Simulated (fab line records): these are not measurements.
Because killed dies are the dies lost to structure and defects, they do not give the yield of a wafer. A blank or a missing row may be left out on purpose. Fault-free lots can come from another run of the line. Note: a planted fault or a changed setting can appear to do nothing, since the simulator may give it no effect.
A single fault, viewed from 2 desks :: flow n5_finfet :: what lay behind the numbers comes last; until then each desk has only its own

== AT THE METROLOGY DESK ==
Lot by lot, what the gauges showed, no matter which tool ran the lot: averages of those sampled wafers that carry a number. The brackets show how far a lot's mean lies from the usual mean; more than 4 standard deviations puts the lot out of limits, marked OUT. Of its 10 readings 7 are shown: those that lie furthest out on some lot.
Columns: A = DIBL_N at N5_BEOL_M4_RC_MEAS_101, usual 36.3 mV/V; B = IOFF_N at N5_BEOL_M4_RC_MEAS_101, usual 0.157 nA/um; C = IOFF_P at N5_BEOL_M4_RC_MEAS_101, usual 0.22 nA/um; D = ION_N at N5_BEOL_M4_RC_MEAS_101, usual 675 uA/um; E = ION_P at N5_BEOL_M4_RC_MEAS_101, usual 465 uA/um; F = VT_N at N5_BEOL_M4_RC_MEAS_101, usual 249.8 mV; G = VT_P at N5_BEOL_M4_RC_MEAS_101, usual -249 mV
lot: L724
first seen here: day 9 11:22
A: 37.1
B: 0.171
C: 0.24
D: 683
E: 470
F: 248.7
G: -248

lot: L727
first seen here: day 9 17:05
A: 36.6
B: 0.176
C: 0.24
D: 690
E: 473
F: 248.1
G: -248

lot: L726
first seen here: day 9 23:38
A: 36.9
B: 0.153
C: 0.21
D: 680
E: 467
F: 250.7
G: -250

lot: L736
first seen here: day 11 12:14
A: 34.2
B: 0.147
C: 0.18
D: 677
E: 462
F: 248.6
G: -254

lot: L735
first seen here: day 12 05:26
A: 36.4
B: 0.176
C: 0.24
D: 679
E: 471
F: 248.5
G: -246

lot: L740
first seen here: day 13 11:38
A: 34.9
B: 0.143
C: 0.23
D: 679
E: 470
F: 251.6
G: -248

lot: L741
first seen here: day 13 11:45
A: 35.6
B: 0.131
C: 0.16
D: 656
E: 445
F: 256.0
G: -257

lot: L742
first seen here: day 13 12:34
A: 35.0
B: 0.123
C: 0.18
D: 657
E: 459
F: 254.5
G: -251

lot: L743
first seen here: day 13 20:59
A: 38.0
B: 0.200
C: 0.26
D: 681
E: 468
F: 246.6
G: -247
Finding of this desk: none of the 9 lots has anything out of limits.

== THE TOOL OWNER'S DESK: ald_sin-02 ==
The tool's own readings at N5_BEOL_M3_ALD_98 (deposits SiO2, target thk 2.5 nm, pulse time 1 s, co reactant pulse time 1 s): means of the sampled wafers that have a number, for each lot that ran on this tool. The brackets show how far a lot's mean lies from the usual mean; more than 4 standard deviations puts the lot out of limits, marked OUT.
Columns: A = heater_power_w at N5_BEOL_M3_ALD_98, usual 78 W; B = precursor_pulse_height_rel at N5_BEOL_M3_ALD_98, usual 1.001
lot: L724
first seen here: day 7 19:56
A: 81
B: 0.999

lot: L727
first seen here: day 8 15:54
A: 87
B: 0.997

lot: L726
first seen here: day 8 20:59
A: 82
B: 0.994

lot: L741
first seen here: day 12 09:45
A: 76
B: 0.997
Finding of this desk: none of the 4 lots has anything out of limits.

== PUT TOGETHER ==
From the metrology desk's view, nothing was out of limits.
The tool owner's desk saw nothing out of limits.

== WHAT THE SIMULATOR HAD PUT IN ==
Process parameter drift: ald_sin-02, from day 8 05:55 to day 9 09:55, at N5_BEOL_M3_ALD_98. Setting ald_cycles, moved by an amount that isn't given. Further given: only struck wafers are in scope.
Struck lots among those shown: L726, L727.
